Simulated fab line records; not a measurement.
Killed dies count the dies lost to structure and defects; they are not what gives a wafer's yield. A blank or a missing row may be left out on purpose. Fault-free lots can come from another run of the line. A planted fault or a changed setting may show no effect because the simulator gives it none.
fab line records ; flow nandHarc
[record] lots = 6; wafers = 18; lastDay = 24
route steps=1159 shown P_ZERO_WELL@14 END@1159
lots with no fault: from the same line, run without faults
startH: hours from the record's opening day to when the first of the lot's shown wafers began ; waitH: how many hours have passed since the lot's step before this one ; " same as the row above ; L1.1+2: one row covering several wafers at once ; - no value, or no start given ; * or withheld: withheld ; < > ~ a bound
route shown NAME@n: names a module that has steps shown in the file, with the first one's number in the route ; usual: mean/standard deviation taken from wafers without a fault ; same: alike in all rows ; chamber/n: place in a boat ; sites: per-site readings ; _std_site: standard deviation of those values ; _edge_site: outer sites' mean less inner sites' ; radiusMm: for every site, how far away it sits from the centre of the wafer ; mask NAME#n: copy n ; behind: the most recent tool/chamber to have shaped the wafer ; hold: what put the lot on hold/how long, in hours/how the hold closed ; device: which transistor (n, p or np) failed to switch ; end of line: tests of these same wafers at the route's end ; where a step has no rows: the recipe by itself ; killed: count of dies lost to structure and defects at first sort (not the wafer's yield) ; map: per-die view of a wafer (x killed, . not killed, _ where there is no die)
set.NAME: the setting as run; set.NAME@STEP: as run at that earlier step ; model.NAME: the simulator's own value behind a step, which no gauge read
lots at some steps of the route; a table a step, a row a wafer
services: the hour from which a tool's chamber was out of use, counted from the record's first day as startH (under 0 if before that day), plus the number of hours and why
[[steps]]
[step NHARC_P_ZERO_WELL_CD_MEAS_11]
[recipe] targetCdNm = 500; landingEnergyEv = 500
[usual] cdNm = 499.6/1.7
lot.wafer;tool;chamber;startH;waitH;cdNm
L847.3;cdSem-01;0;13.13;-;501.5
L847.4;cdSem-01;0;13.13;-;503.6
L847.5;cdSem-01;0;13.13;-;499.7
L852.1;cdSem-01;0;43.24;-;500.7
L852.2;cdSem-01;0;43.24;-;501.3
L852.4;cdSem-01;0;43.24;-;500.3
L859.3;cdSem-02;0;85.26;-;501.2
L859.5;cdSem-02;0;85.26;-;500.5
L859.6;cdSem-02;0;85.26;-;498.6
L860.2;cdSem-03;0;91.24;-;500.1
L860.4;cdSem-03;0;91.24;-;499.7
L860.6;cdSem-03;0;91.24;-;498.8
L862.1;cdSem-02;0;103.11;-;501.9
L862.2;cdSem-02;0;103.11;-;500.1
L862.3;cdSem-02;0;103.11;-;499.3
L870.3;cdSem-03;0;151.12;-;501.2
L870.4;cdSem-03;0;151.12;-;498.9
L870.5;cdSem-03;0;151.12;-;499.8
[step NHARC_P_ZERO_WELL_HARDBAKE_12]
[recipe] tempC = 118; timeS = 65
[step NHARC_P_ZERO_WELL_DESCUM_13]
[recipe] timeS = 3; o2FlowSccm = 200; arFlowSccm = 0; biasPowerW = 0; chemistry = O2
[usual] drypumpMotorCurrentA = 5.6/0.41; o2FlowSccm = 200.0/0.63; oesProductAu = 1.003/0.0092; rfVppV = 58.1/0.95; showerheadPlenumPTorr = 1.97/0.08; throttleValvePct = 11.311/0.0091
lot.wafer;tool;chamber;startH;waitH;drypumpMotorCurrentA;o2FlowSccm;oesProductAu;rfHoursCounterH;rfVppV;showerheadPlenumPTorr;throttleValvePct
L847.3;rieDiel-02;1;13.28;-;5.7;199.8;1.009;2;58.5;2.07;11.309
L847.4;rieDiel-02;0;13.28;-;6.3;199.3;1.007;2;59.4;1.94;11.319
L847.5;rieDiel-02;2;13.28;-;5.6;200.2;1.010;-;57.4;1.92;11.315
L852.4;rieDiel-07;3;43.41;-;5.3;198.9;0.985;12;56.0;1.79;11.310
L852.2;rieDiel-07;0;43.41;-;5.1;200.4;0.999;12;57.0;1.96;11.302
L852.1;rieDiel-07;1;43.41;-;5.2;200.1;0.999;11;56.9;2.02;11.306
L859.3;rieDiel-04;1;85.42;-;6.0;200.7;1.000;11;58.6;2.06;11.305
L859.5;rieDiel-04;3;85.42;-;6.4;199.9;0.993;-;58.8;2.01;11.316
L859.6;rieDiel-04;0;85.42;-;5.6;200.2;1.000;-;58.7;2.03;11.307
L860.2;rieDiel-07;0;91.42;-;5.1;199.6;1.017;1;57.2;1.96;11.308
L860.6;rieDiel-07;1;91.42;-;5.2;200.4;0.991;-;59.0;2.02;11.310
L860.4;rieDiel-07;2;91.42;-;5.8;200.3;1.020;-;58.2;2.00;11.309
L862.3;rieDiel-07;3;103.27;-;5.3;200.2;1.003;2;57.3;1.79;11.326
L862.2;rieDiel-07;0;103.27;-;5.0;200.7;1.002;2;59.1;1.96;11.303
L862.1;rieDiel-07;1;103.27;-;5.2;199.6;0.984;2;58.9;2.02;11.329
L870.3;rieDiel-07;1;151.28;-;5.2;199.8;0.987;7;58.1;2.02;11.302
L870.4;rieDiel-07;2;151.28;-;5.7;200.7;1.006;7;58.4;2.00;11.316
L870.5;rieDiel-07;1;151.28;-;5.2;200.5;0.981;-;57.1;2.02;11.315
[step NHARC_P_ZERO_WELL_ETCH_65]
[recipe] targetDepthA = 800; overetchA = 240; timeS = 87.88; ionEnergyEv = 200; n2FlowSccm = 150; h2FlowSccm = 150; arFlowSccm = 0; rfW = 400; biasW = 150; chemistry = N2/H2
[usual] drypumpMotorCurrentA = 5.6/0.4; oesProductAu = 1.002/0.009; rfVppV = 432.5/2.5; showerheadPlenumPTorr = 2.11/0.083; throttleValvePct = 14.170/0.0087
lot.wafer;tool;chamber;startH;waitH;drypumpMotorCurrentA;oesProductAu;rfHoursCounterH;rfVppV;showerheadPlenumPTorr;throttleValvePct
L847.4;rieDiel-02;3;13.36;0.1;5.4;1.023;2;434.0;2.13;14.171
L847.3;rieDiel-02;2;13.36;0.1;5.7;1.018;2;429.7;2.05;14.172
L847.5;rieDiel-02;3;13.36;0.1;5.4;1.019;-;433.4;2.13;14.168
L852.4;rieDiel-07;3;43.50;0.1;5.3;0.991;12;426.1;1.90;14.167
L852.1;rieDiel-07;0;43.50;0.1;5.0;1.011;12;432.1;2.09;14.183
L852.2;rieDiel-07;1;43.50;0.1;5.2;0.997;11;435.9;2.16;14.163
L859.3;rieDiel-04;3;85.49;0.1;6.4;0.997;11;433.2;2.14;14.174
L859.6;rieDiel-04;3;85.49;0.1;6.4;1.009;-;433.0;2.14;14.165
L859.5;rieDiel-04;0;85.49;0.1;5.6;1.001;-;433.9;2.17;14.166
L860.2;rieDiel-07;1;91.51;0.1;5.2;1.004;2;432.7;2.16;14.175
L860.6;rieDiel-07;1;91.51;0.1;5.2;0.995;-;434.2;2.16;14.177
L860.4;rieDiel-07;2;91.51;0.1;5.8;1.008;-;432.8;2.14;14.160
L862.3;rieDiel-07;2;103.36;0.1;5.8;1.008;3;434.0;2.14;14.174
L862.2;rieDiel-07;3;103.36;0.1;5.3;0.995;2;426.5;1.90;14.172
L862.1;rieDiel-07;0;103.36;0.1;5.0;0.990;2;431.0;2.09;14.171
L870.4;rieDiel-07;1;151.36;0.1;5.2;0.980;7;433.4;2.16;14.166
L870.3;rieDiel-07;2;151.36;0.1;5.8;1.005;7;433.3;2.14;14.165
L870.5;rieDiel-07;1;151.36;0.1;5.2;0.992;-;432.0;2.16;14.168
[step NHARC_P_ZERO_WELL_ETCH_62]
[recipe] targetDepthA = 130; timeS = 6.5; chf3FlowSccm = 50; arFlowSccm = 200; rfW = 500; biasW = 200; chemistry = CHF3/Ar
[usual] drypumpMotorCurrentA = 5.6/0.4; oesProductAu = 0.966/0.016; rfVppV = 372.4/2; showerheadPlenumPTorr = 2.42/0.084; throttleValvePct = 20.216/0.0094
lot.wafer;tool;chamber;startH;waitH;drypumpMotorCurrentA;oesProductAu;rfHoursCounterH;rfVppV;showerheadPlenumPTorr;throttleValvePct
L847.4;rieDiel-02;0;-;-;6.3;0.975;2;372.5;2.38;20.224
L847.3;rieDiel-02;1;-;-;5.7;0.961;2;376.3;2.53;20.207
L847.5;rieDiel-02;3;-;-;5.4;0.981;-;374.4;2.44;20.224
L852.4;rieDiel-07;2;-;-;5.8;0.967;12;374.0;2.45;20.213
L852.1;rieDiel-07;3;-;-;5.3;0.955;12;368.9;2.20;20.211
L852.2;rieDiel-07;0;-;-;5.1;0.982;12;371.8;2.40;20.215
L859.3;rieDiel-04;1;-;-;5.9;0.974;11;374.0;2.52;20.232
L859.5;rieDiel-04;1;-;-;5.9;0.975;-;374.3;2.52;20.212
L859.6;rieDiel-04;2;-;-;5.5;0.979;-;371.9;2.39;20.214
L860.2;rieDiel-07;0;-;-;5.0;0.944;1;370.6;2.40;20.216
L860.6;rieDiel-07;2;-;-;5.8;0.965;-;372.3;2.45;20.220
L860.4;rieDiel-07;1;-;-;5.2;0.950;-;373.4;2.47;20.213
L862.3;rieDiel-07;2;-;-;5.8;0.990;3;372.1;2.45;20.218
L862.1;rieDiel-07;0;-;-;5.1;0.971;2;372.0;2.40;20.193
L862.2;rieDiel-07;1;-;-;5.2;0.969;2;373.7;2.47;20.223
L870.3;rieDiel-07;2;-;-;5.8;0.995;7;374.0;2.45;20.203
L870.4;rieDiel-07;3;-;-;5.3;0.975;7;367.1;2.20;20.221
L870.5;rieDiel-07;2;-;-;5.8;0.988;-;372.6;2.45;20.222
[step NHARC_P_ZERO_WELL_ETCH_63]
[recipe] targetDepthA = 1200; timeS = 40.1; hbrFlowSccm = 150; cl2FlowSccm = 50; rfW = 400; icpW = 400; biasW = 100; chemistry = HBr/Cl2
[usual] drypumpMotorCurrentA = 5.8/0.5; mfcCl2Sccm = 49.98/0.16; oesProductAu = 1.006/0.0096; throttleValvePct = 26.407/0.009
lot.wafer;tool;chamber;startH;waitH;drypumpMotorCurrentA;mfcCl2Sccm;oesProductAu;rfHoursCounterH;throttleValvePct
L847.4;rieSi-03;0;13.56;-;6.3;49.89;1.007;0.3;26.418
L847.3;rieSi-03;1;13.56;-;5.2;49.94;1.000;0.2;26.415
L847.5;rieSi-03;2;13.56;-;5.9;50.03;1.010;-;26.399
L852.2;rieSi-03;0;43.66;-;6.2;49.88;1.024;0.6;26.422
L852.1;rieSi-03;1;43.66;-;5.2;49.96;1.014;0.5;26.417
L852.4;rieSi-03;2;43.66;-;5.9;50.16;1.003;0.7;26.423
L859.3;rieSi-01;0;85.67;-;5.0;49.97;0.996;1.3;26.407
L859.5;rieSi-01;0;85.67;-;5.0;50.21;1.009;-;26.402
L859.6;rieSi-01;1;85.67;-;5.2;50.01;1.004;-;26.409
L860.4;rieSi-03;2;91.70;-;5.9;49.75;1.007;1.1;26.397
L860.2;rieSi-03;0;91.70;-;6.2;49.92;1.014;1.1;26.395
L860.6;rieSi-03;2;91.70;-;5.9;49.89;1.014;-;26.404
L862.1;rieSi-01;0;103.52;-;4.9;50.19;0.995;1.4;26.413
L862.2;rieSi-01;1;103.52;-;5.2;49.64;1.002;1.2;26.392
L862.3;rieSi-01;3;103.52;-;5.9;50.00;1.003;1.4;26.406
L870.4;rieSi-01;2;151.55;-;5.9;49.93;1.008;0.1;26.397
L870.3;rieSi-01;3;151.55;-;6.0;49.94;0.983;0.1;26.431
L870.5;rieSi-01;0;151.55;-;5.0;50.03;1.008;-;26.408
[step NHARC_P_ZERO_WELL_STRIP_15]
[recipe] timeS = 900; tempC = 130; chemistry = SPM
[step NHARC_P_ZERO_WELL_DEHYDRATE_16]
[recipe] tempC = 150; timeS = 120
[step NHARC_P_ZERO_WELL_HMDS_17]
[recipe] timeS = 30
[step NHARC_P_ZERO_WELL_COAT_18]
[recipe] spinRpm = withheld
[step NHARC_P_ZERO_WELL_SOFTBAKE_19]
[recipe] tempC = 122; timeS = 95
[step NHARC_P_ZERO_WELL_EBR_20]
[step NHARC_P_ZERO_WELL_EXPOSE_21]
[recipe] na = 0.6; targetCdNm = 720; doseMj = 22.31; maskId = P_NWELL
lot.wafer;tool;chamber;startH;waitH;mask
L847.3+4+5;krfScanner-01;0;14.32;-;P_NWELL#0
L852.1+2+4;krfScanner-03;0;44.44;-;P_NWELL#0
L859.3+5+6;krfScanner-03;0;86.45;-;P_NWELL#0
L860.2+4+6;krfScanner-03;0;92.34;-;P_NWELL#0
L862.1+2+3;krfScanner-04;0;104.29;-;P_NWELL#0
L870.3+4+5;krfScanner-04;0;152.32;-;P_NWELL#0
[step NHARC_P_ZERO_WELL_PEB_22]
[recipe] pebTempC = 118; pebTimeS = 85
[step NHARC_P_ZERO_WELL_DEVELOP_23]
[recipe] timeS = 70
[step NHARC_P_ZERO_WELL_CD_MEAS_24]
[recipe] targetCdNm = 720; landingEnergyEv = 500
[usual] cdNm = 718.7/1.8
lot.wafer;tool;chamber;startH;waitH;cdNm
L847.3;cdSem-03;0;14.47;-;717.0
L847.4;cdSem-03;0;14.47;-;721.2
L847.5;cdSem-03;0;14.47;-;719.1
L852.1;cdSem-03;0;44.59;-;721.5
L852.2;cdSem-03;0;44.59;-;719.8
L852.4;cdSem-03;0;44.59;-;719.2
L859.3;cdSem-01;0;86.60;-;717.6
L859.5;cdSem-01;0;86.60;-;717.5
L859.6;cdSem-01;0;86.60;-;753.1
L860.2;cdSem-03;0;92.49;-;753.9
L860.4;cdSem-03;0;92.49;-;719.5
L860.6;cdSem-03;0;92.49;-;752.5
L862.1;cdSem-01;0;104.45;-;720.7
L862.2;cdSem-01;0;104.45;-;717.7
L862.3;cdSem-01;0;104.45;-;719.5
L870.3;cdSem-02;0;152.47;-;718.1
L870.4;cdSem-02;0;152.47;-;716.1
L870.5;cdSem-02;0;152.47;-;717.0
[step NHARC_P_ZERO_WELL_HARDBAKE_25]
[recipe] tempC = 125; timeS = 80
[step NHARC_P_ZERO_WELL_DESCUM_26]
[recipe] timeS = 3; o2FlowSccm = 200; arFlowSccm = 0; biasPowerW = 0; chemistry = O2
[usual] drypumpMotorCurrentA = 5.7/0.38; o2FlowSccm = 200.1/0.58; oesProductAu = 1.005/0.0084; rfVppV = 58.0/0.92; showerheadPlenumPTorr = 1.98/0.067; throttleValvePct = 11.311/0.0089
lot.wafer;tool;chamber;startH;waitH;drypumpMotorCurrentA;o2FlowSccm;oesProductAu;rfHoursCounterH;rfVppV;showerheadPlenumPTorr;throttleValvePct;model.P_ZERO_WELL.cdNm
L847.3;rieDiel-07;1;14.62;-;5.2;199.8;0.987;9;57.7;2.02;11.309;717.3
L847.5;rieDiel-07;2;14.62;-;5.8;199.7;1.008;-;58.3;2.00;11.315;719.2
L847.4;rieDiel-07;0;14.62;-;5.0;200.2;0.993;-;57.6;1.96;11.311;721.8
L852.2;rieDiel-04;3;44.76;-;6.4;201.0;1.006;9;57.3;2.01;11.301;720.8
L852.4;rieDiel-04;0;44.76;-;5.6;200.5;1.015;7;56.4;2.03;11.315;719.9
L852.1;rieDiel-04;2;44.76;-;5.5;199.8;1.003;9;58.9;1.95;11.314;721.9
L859.3;rieDiel-07;0;86.79;-;5.0;199.6;0.996;1;58.4;1.96;11.304;717.6
L859.6;rieDiel-07;1;86.79;-;5.2;199.0;0.982;-;58.3;2.02;11.299;753.7
L859.5;rieDiel-07;2;86.79;-;5.7;199.4;1.016;-;58.3;2.00;11.312;718
L860.4;rieDiel-02;3;92.68;-;5.4;201.0;1.007;6;58.3;1.99;11.304;719
L860.2;rieDiel-02;0;92.68;-;6.3;199.5;1.001;6;59.4;1.94;11.293;755.1
L860.6;rieDiel-02;1;92.68;-;5.7;200.5;1.015;-;58.7;2.07;11.308;752.2
L862.3;rieDiel-04;2;104.61;-;5.5;200.4;1.014;14;58.8;1.95;11.304;720.1
L862.2;rieDiel-04;3;104.61;-;6.4;200.5;1.010;13;57.2;2.01;11.298;718.6
L862.1;rieDiel-04;0;104.61;-;5.6;200.3;1.013;10;58.6;2.03;11.313;720.7
L870.3;rieDiel-07;0;152.63;-;5.1;200.0;1.004;7;59.1;1.96;11.306;717.3
L870.4;rieDiel-07;2;152.63;-;5.8;200.0;1.011;7;59.3;2.00;11.294;716.5
L870.5;rieDiel-07;1;152.63;-;5.2;201.4;0.995;-;57.4;2.02;11.323;717.4
[step NHARC_P_ZERO_WELL_IMPLANT_27]
[recipe] energyKev = 600; doseCm2 = 1e+13; tiltDeg = 7
[step NHARC_END_SORT_01]
[recipe] tempC = 25
[usual] killedAtArray = 29/8.4; killedAtOther = 0.7/1.2; killedAtPeriphery = 3.8/2.1; killedDies = 33/9; killedOpen = 3.4/2; killedShort = 2.1/1.4
[same] grossDies = 677
lot.wafer;tool;chamber;startH;waitH;killedAtArray;killedAtOther;killedAtPeriphery;killedDies;killedOpen;killedShort
L859.3;prober-01;0;528.34;3.1;21;2;2;25;1;1
L859.5;prober-01;0;529.95;3.7;23;2;5;30;6;1
L859.6;prober-01;0;530.76;4.0;26;3;5;34;2;3
// killed by level:class
L859.3 A_CHANNEL_HOLE_D1:chamberFilmFlake=12 A_STAIRCASE:chamberFilmFlake=3 A_CONTACT:chamberFilmFlake=3 P_GATE:chamberFilmFlake=2 A_ONON_D1:geometricParticle:short=1 STARTING-WAFER:geometricParticle:open=1 A_WL_FILL:chamberFilmFlake=1 A_M0:chamberFilmFlake=1
L859.5 A_CHANNEL_HOLE_D1:chamberFilmFlake=10 A_CONTACT:chamberFilmFlake=5 P_GATE:chamberFilmFlake=3 A_M0:geometricParticle:open=2 A_STAIRCASE:chamberFilmFlake=2 THIN_TSV:chamberFilmFlake=2 P_CONTACT:geometricParticle:short=1 A_CHANNEL_FILL_D1:geometricParticle:open=1
L859.6 A_CHANNEL_HOLE_D1:chamberFilmFlake=14 A_CONTACT:chamberFilmFlake=4 P_GATE:chamberFilmFlake=3 A_STAIRCASE:chamberFilmFlake=3 THIN_TSV:chamberFilmFlake=3 A_ONON_D1:geometricParticle:short=2 A_CHANNEL_HOLE_D1:geometricParticle:open=1 A_WL_FILL:geometricParticle:short=1
[[services]]
tool;chamber;startH;hours;kind
krfScanner-03;-;-4.00;4.0;pm
rieSi-01;-;0.54;0.1;repair
krfScanner-03;-;2.93;4.1;repair
rieSi-03;1;6.55;2.1;repair
rieSi-03;1;11.01;2.3;repair
rieDiel-07;3;13.70;9.6;repair
rieDiel-07;0;31.15;6.9;repair
rieDiel-02;1;35.48;9.8;repair
rieDiel-04;0;45.29;1.6;repair
rieDiel-07;-;45.59;0.4;repair
rieDiel-02;3;49.10;18.8;repair
rieDiel-07;-;51.20;9.0;pm
krfScanner-03;-;54.66;0.3;repair
krfScanner-04;-;68.83;20.4;repair
rieDiel-07;3;90.14;4.6;repair
rieDiel-07;1;94.74;4.8;repair
rieDiel-04;-;111.98;9.0;pm
rieSi-01;3;123.95;8.5;repair
rieSi-01;-;127.00;9.0;pm
rieSi-03;-;136.18;0.6;repair
rieSi-01;-;145.02;0.2;repair
rieDiel-02;0;150.86;5.7;repair
rieDiel-02;-;150.93;9.0;pm
rieDiel-04;-;152.04;2.6;repair
[[key]]
[firstSign] step = NHARC_P_ZERO_WELL_CD_MEAS_24; reading = cdNm; direction = up; sigmas = 20; usual = 718.7; struck = 753.2
effect none on later readings
[modelEffect] step = NHARC_P_ZERO_WELL_DESCUM_26; value = P_ZERO_WELL.cdNm; without = 718.8; struck = 753.6
metAt NHARC_P_ZERO_WELL_EXPOSE_21
struckWafers L859.6,L860.2,L860.6
testerLeftOut L859,L860
onsetBetween 44.44 86.45
[fault] kind = processParameterDrift; tool = krfScanner-03; chamber = -; onsetH = 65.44; steps = NHARC_P_ZERO_WELL_EXPOSE_21; channel = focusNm; offset = 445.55; shape = step; endH = 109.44; scope = struckWafersOnly
// testerLeftOut: of these lots the tester's yield and bins aren't shown, on N5 and GAA mostly nor the transistor test; their killed dies are dies lost to structure and defects alone, not to doping, threshold or leakage, so they don't give the yield
